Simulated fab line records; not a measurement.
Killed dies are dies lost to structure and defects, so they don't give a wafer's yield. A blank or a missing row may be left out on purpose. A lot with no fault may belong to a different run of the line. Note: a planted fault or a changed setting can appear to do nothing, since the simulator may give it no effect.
Which tool is to blame? -- flow nand harc -- 24 lots, 72 wafers sampled, at 6 steps of a route of 1159

== WHAT EACH GAUGE READ, for each wafer ==
NHARC_A_SIN_REMOVE_INSPECT_04. Usual: 302 for raw defect count, sd 71.
lot,measured,on,raw defect count,flag
L076,day 15 08:36,defect inspect-01,194 238 203,
L074,day 15 08:37,defect inspect-02,316 343 326,
L075,day 15 08:37,defect inspect-01,279 299 326,
L079,day 15 15:44,defect inspect-01,307 245 364,
L078,day 16 05:23,defect inspect-02,400 482 487,
L077,day 16 02:35,defect inspect-01,237 297 340,
L080,day 16 02:36,defect inspect-02,338 392 349,
L081,day 16 02:35,defect inspect-02,211 293 288,
L082,day 17 08:09,defect inspect-01,321 258 266,
L084,day 17 17:41,defect inspect-01,239 269 305,
L083,day 17 17:41,defect inspect-02,305 244 223,
L086,day 17 17:43,defect inspect-01,398 223 387,
L088,day 17 21:02,defect inspect-02,263 410 250,
L085,day 17 17:43,defect inspect-02,256 288 367,
L089,day 18 09:34,defect inspect-02,361 297 339,
L087,day 18 09:34,defect inspect-01,186 252 176,
L090,day 19 00:07,defect inspect-01,259 236 274,
L092,day 19 09:27,defect inspect-02,255 311 224,
L091,day 19 17:06,defect inspect-01,308 291 217,
L094,day 19 09:28,defect inspect-01,545 481 321,
L093,day 19 09:27,defect inspect-01,476 286 285,
L095,day 20 06:32,defect inspect-01,368 305 287,
L096,day 20 13:26,defect inspect-02,334 261 319,
L097,day 20 13:27,defect inspect-01,241 344 289,

NHARC_A_CONTACT_CD_MEAS_42 targets a cd of 200 nm. Usual: 200.1 nm for cd nm, sd 0.5.
lot,measured,on,cd nm (nm),flag
L076,day 17 00:02,cd sem-01,198.9 199.5 200.1,
L074,day 16 16:04,cd sem-03,199.9 200.3 199.7,
L075,day 16 18:44,cd sem-01,200.3 200.3 200.2,
L079,day 17 00:11,cd sem-03,199.5 199.4 199.5,
L078,day 17 18:39,cd sem-02,200.6 200.9 200.1,
L077,day 17 15:11,cd sem-03,200.1 201.5 201.2,
L080,day 17 17:31,cd sem-01,200.6 200.1 199.8,
L081,day 17 11:41,cd sem-03,199.6 200.0 200.1,
L082,day 18 17:37,cd sem-01,200.7 199.5 200.2,
L084,day 19 01:56,cd sem-01,200.0 199.3 200.2,
L083,day 19 07:03,cd sem-02,201.1 200.4 200.4,
L086,day 19 03:27,cd sem-01,200.8 201.7 200.7,
L088,day 19 11:40,cd sem-01,199.5 200.2 199.8,
L085,day 19 05:49,cd sem-02,200.0 200.9 200.9,
L089,day 19 19:35,cd sem-03,199.7 199.3 200.1,
L087,day 19 20:03,cd sem-02,200.1 200.3 200.5,
L090,day 20 08:32,cd sem-03,199.9 200.3 200.4,
L092,day 20 20:03,cd sem-01,199.8 199.3 199.2,
L091,day 21 02:03,cd sem-01,199.8 200.6 199.6,
L094,day 21 05:10,cd sem-03,200.1 199.8 200.7,
L093,day 20 21:25,cd sem-02,199.4 199.6 200.3,
L095,day 21 23:55,cd sem-03,200.3 199.9 200.3,
L096,day 22 06:01,cd sem-03,199.9 200.2 200.4,
L097,day 22 10:05,cd sem-01,200.0 200.8 200.4,

== WHAT TOOL EACH LOT RAN ON (gives the tool, then ch and the chambers of the sampled wafers, and finally the start) ==
lot,NHARC_A_STAIRCASE_ETCH_292,NHARC_A_STAIRCASE_CMP_450,NHARC_A_SLIT_DESCUM_14,NHARC_A_SLIT_ETCH_17
L076,"rie diel-08 ch 1,3, day 12 05:46","cmp-01 ch 0,1,3, day 14 10:20","rie diel-05 ch 0,2,3, day 14 21:32","har etch-01 ch 0,1, day 14 22:32"
L074,"rie diel-01 ch 1,2,3, day 12 07:38","cmp-01 ch 0,2,3, day 14 08:48","rie diel-06 ch 2,3, day 14 22:27","har etch-01 ch 0,1, day 14 23:58"
L075,"rie diel-07 ch 0,1, day 12 08:26","cmp-02 ch 1,3, day 14 08:49","rie diel-12 ch 2,3, day 14 21:19","har etch-02 ch 0,1, day 14 23:13"
L079,"rie diel-01 ch 0,2, day 12 15:26","cmp-04 ch 1,2,3, day 14 16:12","rie diel-12 ch 1,3, day 15 04:35","har etch-02 ch 0,1, day 15 05:20"
L078,"rie diel-08 ch 0,2,3, day 12 15:52","cmp-04 ch 0,2,3, day 14 22:28","rie diel-12 ch 0,1,2, day 15 16:19","har etch-01 ch 0,1, day 15 19:04"
L077,"rie diel-01 ch 0,1,2, day 12 17:11","cmp-01 ch 0,1,3, day 14 22:13","rie diel-06 ch 0,1,2, day 15 15:53","har etch-02 ch 0,1, day 15 17:56"
L080,"rie diel-01 ch 0,1,2, day 12 21:05","cmp-02 ch 0,3, day 14 22:21","rie diel-05 ch 1,2,3, day 15 14:26","har etch-02 ch 0,1, day 15 16:30"
L081,"rie diel-08 ch 2,3, day 12 23:14","cmp-04 ch 2,3, day 15 02:53","rie diel-12 ch 0,1,2, day 15 15:10","har etch-01 ch 0,1, day 15 17:23"
L082,"rie diel-08 ch 1,3, day 14 03:44","cmp-02 ch 0,2, day 16 08:20","rie diel-05 ch 0,1,3, day 16 21:05","har etch-02 ch 0,1, day 16 21:50"
L084,"rie diel-08 ch 0,2,3, day 14 05:04","cmp-04 ch 0,1, day 16 14:38","rie diel-12 ch 0,2, day 17 04:38","har etch-01 ch 0,1, day 17 08:59"
L083,"rie diel-07 ch 1,2,3, day 14 09:05","cmp-04 ch 0,1,2, day 16 16:01","rie diel-05 ch 0,1,3, day 17 03:47","har etch-01 ch 0,1, day 17 07:34"
L086,"rie diel-08 ch 0,2,3, day 14 15:14","cmp-01 ch 1,2, day 16 14:11","rie diel-05 ch 0,3, day 17 05:43","har etch-02 ch 0,1, day 17 09:32"
L088,"rie diel-08 ch 1,3, day 14 17:01","cmp-04 ch 0,1,2, day 16 16:27","rie diel-12 ch 0,1,2, day 17 06:07","har etch-01 ch 0,1, day 17 10:40"
L085,"rie diel-07 ch 0,3, day 14 18:53","cmp-02 ch 1,3, day 16 14:34","rie diel-06 ch 0,3, day 17 04:11","har etch-02 ch 0,1, day 17 07:51"
L089,"rie diel-07 ch 2,3, day 15 08:17","cmp-01 ch 0,2,3, day 17 09:43","rie diel-12 ch 0,1,3, day 17 22:32","har etch-02 ch 0,1, day 17 23:31"
L087,"rie diel-08 ch 0,1,3, day 15 09:01","cmp-04 ch 0,1,3, day 17 09:05","rie diel-05 ch 0,1,2, day 17 22:52","har etch-01 ch 0,1, day 17 23:53"
L090,"rie diel-08 ch 0,2,3, day 15 20:43","cmp-02 ch 0,1, day 18 00:26","rie diel-12 ch 1,2, day 18 13:03","har etch-01 ch 0,1, day 18 14:34"
L092,"rie diel-01 ch 0,1,2, day 16 06:03","cmp-02 ch 1,2, day 18 11:14","rie diel-12 ch 1,2, day 18 22:20","har etch-02 ch 0,1, day 18 23:36"
L091,"rie diel-07 ch 0,1,3, day 16 06:46","cmp-02 ch 1,2,3, day 18 12:40","rie diel-05 ch 0,1,3, day 19 04:34","har etch-01 ch 0,1, day 19 06:45"
L094,"rie diel-07 ch 0,1,3, day 16 10:10","cmp-02 ch 0,1,2, day 18 09:23","rie diel-05 ch 0,2,3, day 18 22:28","har etch-01 ch 0,1, day 18 23:43"
L093,"rie diel-07 ch 0,1,2, day 16 11:11","cmp-04 ch 0,1,3, day 18 09:38","rie diel-06 ch 0,1,2, day 18 22:37","har etch-02 ch 0,1, day 19 01:02"
L095,"rie diel-07 ch 0,1,2, day 17 01:04","cmp-01 ch 0,2,3, day 19 06:58","rie diel-05 ch 0,1,2, day 19 19:25","har etch-02 ch 0,1, day 19 20:11"
L096,"rie diel-07 ch 2,3, day 17 09:49","cmp-02 ch 0,3, day 19 12:32","rie diel-05 ch 0,1,3, day 20 02:18","har etch-01 ch 0,1, day 20 03:33"
L097,"rie diel-07 ch 0,1,2, day 17 11:44","cmp-02 ch 0,1,3, day 19 11:05","rie diel-12 ch 0,1,2, day 20 02:26","har etch-02 ch 0,1, day 20 03:12"
- NHARC_A_STAIRCASE_ETCH_292: etches the open film in CF4/CHF3.
- NHARC_A_STAIRCASE_CMP_450: polishes SiO2, target thk 200 nm.
- NHARC_A_SLIT_DESCUM_14: chemistry O2, time 3 s.
- NHARC_A_SLIT_ETCH_17: etches the open film in C4F8/O2/Ar, time 1687.5 s, target depth 10100 nm.

== WHAT THE TOOLS THEMSELVES READ (means of the sampled wafers that have a number; where no wafer has one, the mark that the record gives instead) ==
NHARC_A_STAIRCASE_ETCH_292. Usual: drypump motor current A 5.7 A, standard deviation 0.37; oes product au 0.954 a.u., standard deviation 0.02; rf vpp V 369.6 V, standard deviation 2.1; showerhead plenum p Torr 1.54 Torr, standard deviation 0.058; throttle valve pct 16.802 %, standard deviation 0.0086.
lot,tool,drypump motor current A (A),oes product au (a.u.),rf vpp V (V),showerhead plenum p Torr (Torr),throttle valve pct (%),flag
L076,rie diel-08,5.5,0.952,368.9,1.53,16.810,
L074,rie diel-01,5.4,0.921,369.8,1.55,16.794,
L075,rie diel-07,5.8,0.940,373.2,1.64,16.809,
L079,rie diel-01,6.5,0.957,368.7,1.52,16.803,
L078,rie diel-08,5.8,0.973,367.9,1.49,16.807,
L077,rie diel-01,5.9,0.970,368.8,1.53,16.801,
L080,rie diel-01,5.9,0.966,369.6,1.53,16.800,
L081,rie diel-08,5.9,0.932,368.0,1.50,16.799,
L082,rie diel-08,5.5,0.975,368.2,1.50,16.795,
L084,rie diel-08,5.8,0.949,368.6,1.49,16.807,
L083,rie diel-07,5.6,0.937,370.6,1.56,16.799,
L086,rie diel-08,5.8,0.975,367.7,1.49,16.798,
L088,rie diel-08,5.5,0.964,368.8,1.53,16.806,
L085,rie diel-07,5.6,0.986,371.8,1.64,16.797,
L089,rie diel-07,5.7,0.974,370.2,1.57,16.800,
L087,rie diel-08,5.6,0.960,367.5,1.50,16.798,
L090,rie diel-08,5.8,0.965,368.0,1.49,16.802,
L092,rie diel-01,5.9,0.975,369.0,1.52,16.805,
L091,rie diel-07,5.5,0.927,371.2,1.59,16.812,
L094,rie diel-07,5.5,0.931,372.1,1.59,16.798,
L093,rie diel-07,5.8,0.971,371.8,1.60,16.797,
L095,rie diel-07,5.8,0.928,370.7,1.60,16.807,
L096,rie diel-07,5.7,0.964,369.3,1.57,16.807,
L097,rie diel-07,5.8,0.946,372.1,1.60,16.801,

NHARC_A_STAIRCASE_CMP_450. Usual: 12.2 A for motor current A, sd 1.3.
lot,tool,motor current A (A),flag
L076,cmp-01,13.3,
L074,cmp-01,13.2,
L075,cmp-02,13.5,
L079,cmp-04,11.9,
L078,cmp-04,11.9,
L077,cmp-01,12.9,
L080,cmp-02,13.6,
L081,cmp-04,11.9,
L082,cmp-02,10.8,
L084,cmp-04,11.9,
L083,cmp-04,12.2,
L086,cmp-01,11.6,
L088,cmp-04,12.0,
L085,cmp-02,13.5,
L089,cmp-01,12.9,
L087,cmp-04,12.0,
L090,cmp-02,12.0,
L092,cmp-02,10.4,
L091,cmp-02,12.3,
L094,cmp-02,11.5,
L093,cmp-04,12.0,
L095,cmp-01,12.7,
L096,cmp-02,12.6,
L097,cmp-02,12.5,

NHARC_A_SLIT_DESCUM_14. Usual: drypump motor current A 5.5 A, standard deviation 0.58; oes product au 0.996 a.u., standard deviation 0.0097; rf vpp V 57.4 V, standard deviation 0.92; showerhead plenum p Torr 1.85 Torr, standard deviation 0.058; throttle valve pct 11.312 %, standard deviation 0.0091.
lot,tool,drypump motor current A (A),oes product au (a.u.),rf vpp V (V),showerhead plenum p Torr (Torr),throttle valve pct (%),flag
L076,rie diel-05,5.5,1.002,57.4,1.87,11.312,
L074,rie diel-06,5.1,0.985,57.6,1.93,11.307,
L075,rie diel-12,5.6,1.000,57.1,1.79,11.313,
L079,rie diel-12,4.9,0.989,56.7,1.86,11.312,
L078,rie diel-12,5.8,0.994,56.8,1.83,11.308,
L077,rie diel-06,5.9,0.998,56.7,1.83,11.306,
L080,rie diel-05,5.5,1.003,57.8,1.87,11.299,
L081,rie diel-12,5.7,0.989,56.7,1.83,11.308,
L082,rie diel-05,5.4,0.988,57.5,1.85,11.313,
L084,rie diel-12,6.3,0.986,57.1,1.79,11.309,
L083,rie diel-05,5.4,0.999,57.0,1.85,11.316,
L086,rie diel-05,5.7,0.999,57.3,1.83,11.319,
L088,rie diel-12,5.7,0.993,57.9,1.83,11.308,
L085,rie diel-06,5.1,0.999,58.2,1.95,11.316,
L089,rie diel-12,5.3,0.999,57.3,1.83,11.301,
L087,rie diel-05,5.2,0.996,58.2,1.88,11.318,
L090,rie diel-12,5.4,0.989,58.2,1.86,11.313,
L092,rie diel-12,5.4,0.994,57.5,1.86,11.316,
L091,rie diel-05,5.4,0.996,58.1,1.85,11.313,
L094,rie diel-05,5.4,1.001,58.4,1.87,11.318,
L093,rie diel-06,6.0,0.998,56.8,1.83,11.302,
L095,rie diel-05,5.2,0.999,57.3,1.88,11.299,
L096,rie diel-05,5.4,0.999,57.4,1.85,11.314,
L097,rie diel-12,5.7,0.991,56.5,1.83,11.304,

NHARC_A_SLIT_ETCH_17. Usual: drypump motor current A 5.62 A, standard deviation 0.29; showerhead plenum p Torr 3.64 Torr, standard deviation 0.12; throttle valve pct 32.046 %, standard deviation 0.0097.
lot,tool,drypump motor current A (A),showerhead plenum p Torr (Torr),throttle valve pct (%),flag
L076,har etch-01,5.53,3.73,32.037,
L074,har etch-01,5.79,3.66,32.052,
L075,har etch-02,5.60,3.57,32.043,
L079,har etch-02,5.60,3.57,32.037,
L078,har etch-01,5.52,3.72,32.042,
L077,har etch-02,5.61,3.57,32.049,
L080,har etch-02,5.58,3.57,32.051,
L081,har etch-01,5.52,3.72,32.056,
L082,har etch-02,5.58,3.57,32.044,
L084,har etch-01,5.52,3.71,32.046,
L083,har etch-01,5.79,3.65,32.044,
L086,har etch-02,5.60,3.64,32.039,
L088,har etch-01,5.53,3.71,32.046,
L085,har etch-02,5.60,3.56,32.039,
L089,har etch-02,5.58,3.56,32.046,
L087,har etch-01,5.50,3.71,32.042,
L090,har etch-01,5.78,3.64,32.050,
L092,har etch-02,5.61,3.63,32.045,
L091,har etch-01,5.52,3.70,32.044,
L094,har etch-01,5.52,3.70,32.047,
L093,har etch-02,5.58,3.55,32.048,
L095,har etch-02,5.58,3.63,32.042,
L096,har etch-01,5.80,3.63,32.039,
L097,har etch-02,5.59,3.63,32.049,

== THE ANSWER, worked out from the rows above alone ==
Rule: a lot counts as off when the mean over its wafers that have a number is more than 3 standard deviations away from the usual mean. A lot without any number at a reading at which 4 lots or more have one is off too. The other lots that the step has rows for count as sound. After the gauges, taken in route order, come the tools' own readings; for these a lot's mean is taken, as printed above. The first step at which some lot is off is used, and at that step the reading that is off furthest; a lot without a number counts as furthest.
No lot is off on any of the readings shown, so nothing can be concluded from this.

== WHAT THE SIMULATOR HAD PUT IN ==
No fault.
